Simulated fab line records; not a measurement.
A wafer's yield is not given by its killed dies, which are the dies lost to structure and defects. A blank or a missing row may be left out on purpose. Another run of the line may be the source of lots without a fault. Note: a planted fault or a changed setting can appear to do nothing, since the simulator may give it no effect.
Matching of chambers | flow n5Finfet | N5_ILD0_CMP_07 on cmp-03 has 4 sister chambers
The step polishes SiO2 flowable, stops on poly-Si, t overpolish 1.18 s, target thk 138.88 nm. 14 wafers are shown with their chamber, then 7 later ones without.

## EACH WAFER AND ITS CHAMBER
wafer  | chamber | motorCurrentA (A) | slurryFilterDpKPa (kPa)
L623.2 | 1       | 13.7              | 13.40
L623.4 | 2       | 15.2              | 13.49
L623.6 | 2       | 13.9              | 13.29
L625.1 | 2       | 14.6              | 13.73
L625.2 | 0       | 12.7              | 13.64
L625.3 | 1       | 14.8              | 13.35
L629.2 | 0       | 12.9              | 13.57
L629.3 | 3       | 11.8              | 13.34
L629.4 | 2       | 14.5              | 13.65
L630.3 | 2       | 14.0              | 13.38
L630.4 | 0       | 12.8              | 13.55
L630.6 | 3       | 10.5              | 13.58
L631.1 | 2       | 15.1              | 13.46
L631.4 | 1       | 14.1              | 13.68

SIGNATURES (averages over the wafers above)
reading           | chamber 0 | chamber 1 | chamber 2 | chamber 3 | scatter within a chamber
motorCurrentA     | 12.800    | 14.200    | 14.550    | 11.150    | 0.542
slurryFilterDpKPa | 13.5867   | 13.4767   | 13.5000   | 13.4600   | 0.152
Rule: a wafer lies at a distance from a chamber equal to the root of the sum of squares, over the readings, of (its reading less the chamber's mean, divided by the reading's scatter). The wafer belongs to the nearest chamber; if the next one is less than 2 further off, it can't be placed. How the scatter is found: for the shown wafers, subtract from each reading the mean of its chamber, square and add these, divide the total by (wafers less chambers), then take the root.

## WAFERS WITHOUT THEIR CHAMBER
wafer  | motorCurrentA (A) | slurryFilterDpKPa (kPa)
L631.5 | 10.9              | 13.46
L642.2 | 14.5              | 13.55
L642.3 | 14.4              | 13.57
L642.4 | 12.8              | 13.56
L644.3 | 11.1              | 13.44
L644.4 | 13.9              | 13.36
L644.5 | 14.2              | 13.48

## THE CHAMBER EACH PASSED THROUGH
wafer  | from the rows above          | in truth
L631.5 | 3                            | 3
L642.2 | can't be placed: 2 or 1      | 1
L642.3 | can't be placed: 2 or 1      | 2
L642.4 | 0                            | 0
L644.3 | 3                            | 3
L644.4 | can't be placed: 1 or 2 or 0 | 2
L644.5 | can't be placed: 1 or 2      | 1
3 of 7 placed correctly. These rows do not allow placing 4 (true chamber among the candidates in 4). 0 placed wrongly.
